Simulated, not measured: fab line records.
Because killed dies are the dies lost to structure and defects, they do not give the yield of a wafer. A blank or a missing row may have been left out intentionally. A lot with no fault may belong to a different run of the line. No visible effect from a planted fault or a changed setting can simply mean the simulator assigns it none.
Chamber matching	flow n5Finfet	N5_BEOL_M13_ILD_DEP_00 on pecvd-02 has 3 sister chambers
The step deposits SiOC from DEMS/O2, target thk 837.92 nm, time 166.4 s. 3 wafers are shown with their chamber, then 8 later ones without.

## WAFERS WITH THEIR CHAMBER
wafer	chamber	heaterPowerW (W)
L088.3	2	362
L088.5	0	377
L091.1	1	542

## WAFERS WITHOUT THEIR CHAMBER
wafer	heaterPowerW (W)
L091.2	321
L091.4	472
L092.1	422
L092.2	605
L092.6	540
L096.1	503
L096.5	450
L096.6	392

## CHAMBER TAKEN BY EACH
wafer	from the rows above	in truth
L091.2	can't be placed: 2 or 0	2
L091.4	can't be placed: 1 or 0 or 2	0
L092.1	can't be placed: 0 or 2 or 1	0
L092.2	1	1
L092.6	1	1
L096.1	can't be placed: 1 or 0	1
L096.5	can't be placed: 0 or 2 or 1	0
L096.6	can't be placed: 0 or 2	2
Correctly placed: 2 of 8. Cannot be placed on the basis of these rows: 6; the candidates contain the true chamber in 6. Wrongly placed: 0.
How it was worked out, from the rows above alone: a wafer's distance from a chamber is the root of the sum, over the readings, of the square of ((its reading less the chamber's mean) divided by the reading's scatter). The wafer belongs to the nearest chamber; if the next one is less than 2 further off, it can't be placed. Each chamber's mean is taken over the wafers shown for it. The scatter: root of mean squared gap, hidden wafer to nearest shown wafer, with one shown wafer a chamber.
